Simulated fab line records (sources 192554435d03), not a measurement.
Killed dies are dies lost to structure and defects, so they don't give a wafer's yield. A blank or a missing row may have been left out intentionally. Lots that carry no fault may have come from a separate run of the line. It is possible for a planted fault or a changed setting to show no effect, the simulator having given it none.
Matching of chambers ; flow n5Finfet ; cmp-02 running N5_SDB_CMP_30: 4 sister chambers
The step polishes, stops on poly-Si, t overpolish 1.54 s, target thk 30 nm. 14 wafers are shown with their chamber, then 7 later ones without.

== WAFERS PAIRED WITH THEIR CHAMBERS ==
wafer;chamber;motorCurrentA (A);timeToEndpointS (s);overpolishRunS (s)
L078.1;3;13.3;15.3;1.533
L078.3;1;12.1;17.3;1.541
L078.6;3;13.5;16.9;1.511
L080.1;0;11.7;14.4;1.528
L080.3;1;11.4;17.2;1.554
L080.6;2;11.1;16.2;1.536
L081.1;1;12.5;16.1;1.529
L081.4;0;12.1;16.7;1.542
L081.6;3;13.2;15.9;1.542
L082.1;3;13.3;17.0;1.554
L082.4;1;12.0;17.8;1.535
L082.6;0;11.8;17.4;1.545
L083.1;2;11.2;15.6;1.562
L083.2;0;12.1;15.8;1.539

SIGNATURES (averages over the wafers above)
reading;chamber 0;chamber 1;chamber 2;chamber 3;scatter within a chamber
motorCurrentA;11.925;12.000;11.150;13.325;0.283
timeToEndpointS;16.075;17.100;15.900;16.275;0.936
overpolishRunS;1.53850;1.53975;1.54900;1.53500;0.0135
Rule: for a wafer and a chamber, the distance is found by dividing, reading by reading, the gap between the wafer's reading and the chamber's mean by the reading's scatter, squaring, summing and taking the root. The wafer belongs to the nearest chamber; if the next one is less than 2 further off, it can't be placed. The scatter: the root of (the sum of the squares of (reading less its chamber's mean) over the shown wafers, divided by (wafers less chambers)).

== WAFERS WITHOUT THEIR CHAMBER ==
wafer;motorCurrentA (A);timeToEndpointS (s);overpolishRunS (s)
L083.4;12.9;16.4;1.543
L089.2;11.8;18.9;1.530
L089.3;12.0;17.6;1.542
L089.6;11.6;20.0;1.551
L096.2;11.4;14.7;1.539
L096.3;10.8;15.5;1.538
L096.6;12.4;16.2;1.532

== WHICH CHAMBER EACH ONE RAN IN ==
wafer;from the rows above;in truth
L083.4;can't be placed: 3 or 1 or 0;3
L089.2;can't be placed: 1 or 0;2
L089.3;can't be placed: 1 or 0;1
L089.6;can't be placed: 1 or 0 or 2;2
L096.2;can't be placed: 2 or 0 or 1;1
L096.3;2;2
L096.6;can't be placed: 0 or 1 or 3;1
1 of 7 placed correctly. From these rows, 6 cannot be placed; in 5 the true chamber is one of the candidates. Number placed wrongly: 0.
